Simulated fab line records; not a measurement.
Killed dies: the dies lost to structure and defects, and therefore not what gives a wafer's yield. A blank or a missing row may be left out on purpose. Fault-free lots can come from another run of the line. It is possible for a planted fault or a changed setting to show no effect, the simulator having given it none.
Matching of chambers    flow n5Finfet    N5_BEOL_M2_ETCH_70 on rieDiel-05 has 4 sister chambers
The step etches SOC in N2/H2, target depth 80 nm, overetch 24 nm, time 130 s. 16 wafers are shown with their chamber, then 8 later ones without.

## WAFERS, EACH WITH ITS CHAMBER
wafer   chamber  showerheadPlenumPTorr (Torr)  throttleValvePct (%)  rfVppV (V)
L074.1  3        2.71                          17.47                 527.7
L074.4  2        2.47                          17.94                 522.8
L074.5  0        2.48                          17.48                 521.9
L077.1  1        2.59                          17.45                 525.0
L077.2  3        2.71                          17.49                 528.4
L077.5  2        2.47                          17.94                 522.3
L079.3  0        2.48                          17.52                 522.4
L079.4  2        2.47                          17.95                 522.2
L079.6  1        2.59                          17.47                 524.2
L083.1  0        2.48                          17.53                 522.2
L083.2  2        2.46                          17.98                 520.2
L083.3  3        2.70                          17.51                 528.8
L088.1  0        2.47                          17.54                 521.7
L088.4  2        2.46                          17.99                 521.7
L088.6  3        2.69                          17.53                 530.7
L090.1  3        2.69                          17.55                 528.9

SIGNATURES (averages over the wafers above)
reading                chamber 0  chamber 1  chamber 2  chamber 3  scatter within a chamber
showerheadPlenumPTorr  2.4775     2.5900     2.4660     2.7000     0.00704
throttleValvePct       17.5175    17.4600    17.9600    17.5100    0.0266
rfVppV                 522.050    524.600    521.840    528.900    0.891
Rule: distance of a wafer from a chamber = root of the sum over the readings of ((wafer's reading minus chamber's mean) / reading's scatter) squared. The wafer belongs to the nearest chamber; if the next one is less than 2 further off, it can't be placed. How the scatter is found: for the shown wafers, subtract from each reading the mean of its chamber, square and add these, divide the total by (wafers less chambers), then take the root.

## WAFERS WITH NO CHAMBER GIVEN
wafer   showerheadPlenumPTorr (Torr)  throttleValvePct (%)  rfVppV (V)
L090.3  2.46                          17.99                 521.7
L090.4  2.58                          17.51                 525.2
L096.1  2.47                          17.58                 521.2
L096.4  2.69                          17.57                 528.7
L096.5  2.57                          17.55                 526.3
L097.1  2.46                          17.58                 522.0
L097.3  2.45                          18.05                 521.1
L097.5  2.57                          17.57                 526.0

## CHAMBER TAKEN BY EACH
wafer   from the rows above  in truth
L090.3  2                    2
L090.4  1                    1
L096.1  0                    0
L096.4  3                    3
L096.5  1                    1
L097.1  0                    0
L097.3  2                    2
L097.5  1                    1
Correctly placed: 8 of 8. From these rows, 0 cannot be placed. 0 placed wrongly.
